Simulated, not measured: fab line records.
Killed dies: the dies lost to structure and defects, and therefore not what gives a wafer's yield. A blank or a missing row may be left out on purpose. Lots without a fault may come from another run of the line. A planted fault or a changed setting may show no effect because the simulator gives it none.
Which tool is to blame? || flow nand harc || 13 lots with 39 wafers sampled at 5 steps, on a route of 1159 steps

WHAT THE GAUGES READ, wafer by wafer
NHARC_END_SORT_01.
{"lot": "L862", "measured": "day 23 18:03", "on": "prober-01", "defect limited yield (%)": "95.3 0 94.8", "killed at array": "30 32 34", "killed at other": "0 2 1", "killed at periphery": "2 643 0", "killed dies": "32 677 35", "killed open": "1 4 7", "killed short": "0 4 2", "sort_bin_2_pct (%)": "1.8 96.3 1.9", "sort_bin_3_pct (%)": "0.15 0.30 0", "sort_bin_4_pct (%)": "2.8 3.4 3.2", "sort n pass": "645 0 642", "sort rim yield pct (%)": "93.4 0 93.4", "sort yield pct (%)": "95.3 0 94.8"}
{"lot": "L864", "measured": "day 22 13:04", "on": "prober-01", "defect limited yield (%)": "94.1 0 95.1", "killed at array": "33 30 26", "killed at other": "1 0 0", "killed at periphery": "6 647 7", "killed dies": "40 677 33", "killed open": "5 3 3", "killed short": "4 1 2", "sort_bin_2_pct (%)": "1.9 96.8 1.9", "sort_bin_3_pct (%)": "0.15 0.15 0", "sort_bin_4_pct (%)": "3.8 3.1 3.0", "sort n pass": "637 0 644", "sort rim yield pct (%)": "93.4 0 96.2", "sort yield pct (%)": "94.1 0 95.1"}

WHICH TOOL RAN EACH LOT (tool, then ch and the chambers of the sampled wafers, then the start)
{"lot": "L848", "NHARC_P_M1_PVD_21": "pvd sputter-01, day 6 04:37", "NHARC_A_M1_DEP_33": "pecvd-04 ch 1,2, day 18 11:46", "NHARC_A_BONDPAD_CMP_29": "cmp-02 ch 1,2,3, day 18 12:55", "NHARC_THIN_TSV_PVD_19": "pvd sputter-02, no start"}
{"lot": "L849", "NHARC_P_M1_PVD_21": "pvd sputter-02, day 6 12:01", "NHARC_A_M1_DEP_33": "pecvd-04 ch 0,1,2, day 18 15:13", "NHARC_A_BONDPAD_CMP_29": "cmp-01 ch 0,1,2, day 18 16:10", "NHARC_THIN_TSV_PVD_19": "pvd sputter-03, no start"}
{"lot": "L852", "NHARC_P_M1_PVD_21": "pvd sputter-02, day 7 01:22", "NHARC_A_M1_DEP_33": "pecvd-04 ch 0,1,2, day 18 17:02", "NHARC_A_BONDPAD_CMP_29": "cmp-01 ch 0,1, day 18 18:00", "NHARC_THIN_TSV_PVD_19": "pvd sputter-01, no start"}
{"lot": "L851", "NHARC_P_M1_PVD_21": "pvd sputter-02, day 7 03:17", "NHARC_A_M1_DEP_33": "pecvd-01 ch 0,1, day 19 01:23", "NHARC_A_BONDPAD_CMP_29": "cmp-04 ch 1,2,3, day 19 02:20", "NHARC_THIN_TSV_PVD_19": "pvd sputter-02, no start"}
{"lot": "L853", "NHARC_P_M1_PVD_21": "pvd sputter-01, day 7 11:16", "NHARC_A_M1_DEP_33": "pecvd-01 ch 0,1,2, day 19 04:20", "NHARC_A_BONDPAD_CMP_29": "cmp-04 ch 0,1, day 19 05:10", "NHARC_THIN_TSV_PVD_19": "pvd sputter-01, no start"}
{"lot": "L854", "NHARC_P_M1_PVD_21": "pvd sputter-02, day 7 12:00", "NHARC_A_M1_DEP_33": "pecvd-04 ch 0,1,2, day 19 07:04", "NHARC_A_BONDPAD_CMP_29": "cmp-01 ch 0,2,3, day 19 07:57", "NHARC_THIN_TSV_PVD_19": "pvd sputter-02, no start"}
{"lot": "L855", "NHARC_P_M1_PVD_21": "pvd sputter-02, day 7 21:26", "NHARC_A_M1_DEP_33": "pecvd-01 ch 1,2, day 19 17:04", "NHARC_A_BONDPAD_CMP_29": "cmp-04 ch 1,3, day 19 18:01", "NHARC_THIN_TSV_PVD_19": "pvd sputter-02, no start"}
{"lot": "L856", "NHARC_P_M1_PVD_21": "pvd sputter-02, day 7 22:32", "NHARC_A_M1_DEP_33": "pecvd-04 ch 0,1,2, day 19 23:44", "NHARC_A_BONDPAD_CMP_29": "cmp-04 ch 1,2,3, day 20 00:40", "NHARC_THIN_TSV_PVD_19": "pvd sputter-03, no start"}
{"lot": "L857", "NHARC_P_M1_PVD_21": "pvd sputter-01, day 8 12:05", "NHARC_A_M1_DEP_33": "pecvd-03 ch 0,1,2, day 20 04:58", "NHARC_A_BONDPAD_CMP_29": "cmp-01 ch 0,1,2, day 20 05:58", "NHARC_THIN_TSV_PVD_19": "pvd sputter-02, no start"}
{"lot": "L860", "NHARC_P_M1_PVD_21": "pvd sputter-02, day 9 06:31", "NHARC_A_M1_DEP_33": "pecvd-04 ch 0,1,2, day 20 19:46", "NHARC_A_BONDPAD_CMP_29": "cmp-01 ch 1,2,3, day 20 20:41", "NHARC_THIN_TSV_PVD_19": "pvd sputter-02, no start"}
{"lot": "L862", "NHARC_P_M1_PVD_21": "pvd sputter-01, day 10 01:01", "NHARC_A_M1_DEP_33": "pecvd-01 ch 2, day 22 06:29", "NHARC_A_BONDPAD_CMP_29": "cmp-04 ch 1,2, day 22 07:26", "NHARC_THIN_TSV_PVD_19": "pvd sputter-02, day 23 18:03 or earlier"}
{"lot": "L863", "NHARC_P_M1_PVD_21": "pvd sputter-03, day 10 01:07", "NHARC_A_M1_DEP_33": "pecvd-03 ch 0,2, day 21 09:04", "NHARC_A_BONDPAD_CMP_29": "cmp-04 ch 1,3, day 21 10:00", "NHARC_THIN_TSV_PVD_19": "pvd sputter-03, no start"}
{"lot": "L864", "NHARC_P_M1_PVD_21": "pvd sputter-01, day 10 03:30", "NHARC_A_M1_DEP_33": "pecvd-01 ch 0,2, day 21 06:06", "NHARC_A_BONDPAD_CMP_29": "cmp-04 ch 0,2, day 21 07:02", "NHARC_THIN_TSV_PVD_19": "pvd sputter-01, day 22 13:04 or earlier"}
- NHARC_P_M1_PVD_21: deposits Cu, target thk 30 nm, time 20.49 s.
- NHARC_A_M1_DEP_33: deposits SiCN, target thk 30 nm.
- NHARC_A_BONDPAD_CMP_29: polishes SiCN, target thk 200 nm.
- NHARC_THIN_TSV_PVD_19: deposits TaN, target thk 20 nm.

WHAT THE TOOLS THEMSELVES READ (means of the sampled wafers that have a number; where no wafer has one, the mark that the record gives instead)
NHARC_P_M1_PVD_21.
{"lot": "L848", "tool": "pvd sputter-01", "throttle valve pct (%)": 30.4}
{"lot": "L849", "tool": "pvd sputter-02", "throttle valve pct (%)": 29.9}
{"lot": "L852", "tool": "pvd sputter-02", "throttle valve pct (%)": 30.3}
{"lot": "L851", "tool": "pvd sputter-02", "throttle valve pct (%)": 30.4}
{"lot": "L853", "tool": "pvd sputter-01", "throttle valve pct (%)": 30.0}
{"lot": "L854", "tool": "pvd sputter-02", "throttle valve pct (%)": 29.8}
{"lot": "L855", "tool": "pvd sputter-02", "throttle valve pct (%)": 30.0}
{"lot": "L856", "tool": "pvd sputter-02", "throttle valve pct (%)": 30.1}
{"lot": "L857", "tool": "pvd sputter-01", "throttle valve pct (%)": 30.2}
{"lot": "L860", "tool": "pvd sputter-02", "throttle valve pct (%)": 30.1}
{"lot": "L862", "tool": "pvd sputter-01", "throttle valve pct (%)": 30.9}
{"lot": "L863", "tool": "pvd sputter-03", "throttle valve pct (%)": 30.1}
{"lot": "L864", "tool": "pvd sputter-01", "throttle valve pct (%)": 30.4}

NHARC_A_M1_DEP_33.
{"lot": "L848", "tool": "pecvd-04", "heater power w (W)": 567}
{"lot": "L849", "tool": "pecvd-04", "heater power w (W)": 556}
{"lot": "L852", "tool": "pecvd-04", "heater power w (W)": 556}
{"lot": "L851", "tool": "pecvd-01", "heater power w (W)": 598}
{"lot": "L853", "tool": "pecvd-01", "heater power w (W)": 618}
{"lot": "L854", "tool": "pecvd-04", "heater power w (W)": 591}
{"lot": "L855", "tool": "pecvd-01", "heater power w (W)": 600}
{"lot": "L856", "tool": "pecvd-04", "heater power w (W)": 597}
{"lot": "L857", "tool": "pecvd-03", "heater power w (W)": 552}
{"lot": "L860", "tool": "pecvd-04", "heater power w (W)": 570}
{"lot": "L862", "tool": "pecvd-01", "heater power w (W)": 596}
{"lot": "L863", "tool": "pecvd-03", "heater power w (W)": 499}
{"lot": "L864", "tool": "pecvd-01", "heater power w (W)": 625}

NHARC_A_BONDPAD_CMP_29.
{"lot": "L848", "tool": "cmp-02", "motor current A (A)": 11.2, "retaining ring pressure frac": 0.999}
{"lot": "L849", "tool": "cmp-01", "motor current A (A)": 12.6, "retaining ring pressure frac": 0.997}
{"lot": "L852", "tool": "cmp-01", "motor current A (A)": 12.6, "retaining ring pressure frac": 1.000}
{"lot": "L851", "tool": "cmp-04", "motor current A (A)": 11.5, "retaining ring pressure frac": 0.998}
{"lot": "L853", "tool": "cmp-04", "motor current A (A)": 11.2, "retaining ring pressure frac": 0.997}
{"lot": "L854", "tool": "cmp-01", "motor current A (A)": 12.8, "retaining ring pressure frac": 0.998}
{"lot": "L855", "tool": "cmp-04", "motor current A (A)": 11.7, "retaining ring pressure frac": 1.000}
{"lot": "L856", "tool": "cmp-04", "motor current A (A)": 11.2, "retaining ring pressure frac": 1.002}
{"lot": "L857", "tool": "cmp-01", "motor current A (A)": 12.5, "retaining ring pressure frac": 0.998}
{"lot": "L860", "tool": "cmp-01", "motor current A (A)": 12.5, "retaining ring pressure frac": 1.000}
{"lot": "L862", "tool": "cmp-04", "motor current A (A)": 11.1, "retaining ring pressure frac": 0.998}
{"lot": "L863", "tool": "cmp-04", "motor current A (A)": 11.4, "retaining ring pressure frac": 0.996}
{"lot": "L864", "tool": "cmp-04", "motor current A (A)": 10.9, "retaining ring pressure frac": 1.002}

NHARC_THIN_TSV_PVD_19.
{"lot": "L848", "tool": "pvd sputter-02", "throttle valve pct (%)": 30.0}
{"lot": "L849", "tool": "pvd sputter-03", "throttle valve pct (%)": 29.8}
{"lot": "L852", "tool": "pvd sputter-01", "throttle valve pct (%)": 30.0}
{"lot": "L851", "tool": "pvd sputter-02", "throttle valve pct (%)": 30.3}
{"lot": "L853", "tool": "pvd sputter-01", "throttle valve pct (%)": 30.0}
{"lot": "L854", "tool": "pvd sputter-02", "throttle valve pct (%)": 30.4}
{"lot": "L855", "tool": "pvd sputter-02", "throttle valve pct (%)": 30.1}
{"lot": "L856", "tool": "pvd sputter-03", "throttle valve pct (%)": 29.3}
{"lot": "L857", "tool": "pvd sputter-02", "throttle valve pct (%)": 30.2}
{"lot": "L860", "tool": "pvd sputter-02", "throttle valve pct (%)": 30.5}
{"lot": "L862", "tool": "pvd sputter-02", "throttle valve pct (%)": 30.1}
{"lot": "L863", "tool": "pvd sputter-03", "throttle valve pct (%)": 28.7}
{"lot": "L864", "tool": "pvd sputter-01", "throttle valve pct (%)": 29.9}

THE ANSWER, worked out from the rows above alone
Rule: the lots themselves supply what counts as usual. The widest of any qualifying gaps counts: lots, ordered by their means at a reading, are off when they make up no more than a third of the lots, leave a main group of 4 or more, and stand apart from it by 3 or more times the standard deviation of that group's means. A main group whose means are all the same, to the digits that the tables above print for the reading, isn't used. Also off: a lot with no number at a reading for which 4 or more lots have one. Any other lot the step has rows for is counted as sound. First the gauges in route order, then the tools' own readings, where a lot's mean is used as printed above. At the first step where some lot is off, the reading lying furthest off is the one used; lots without a number count as furthest.
Across all readings shown, no lot is off: no conclusion can be drawn from this.

WHAT THE SIMULATOR HAD INSERTED
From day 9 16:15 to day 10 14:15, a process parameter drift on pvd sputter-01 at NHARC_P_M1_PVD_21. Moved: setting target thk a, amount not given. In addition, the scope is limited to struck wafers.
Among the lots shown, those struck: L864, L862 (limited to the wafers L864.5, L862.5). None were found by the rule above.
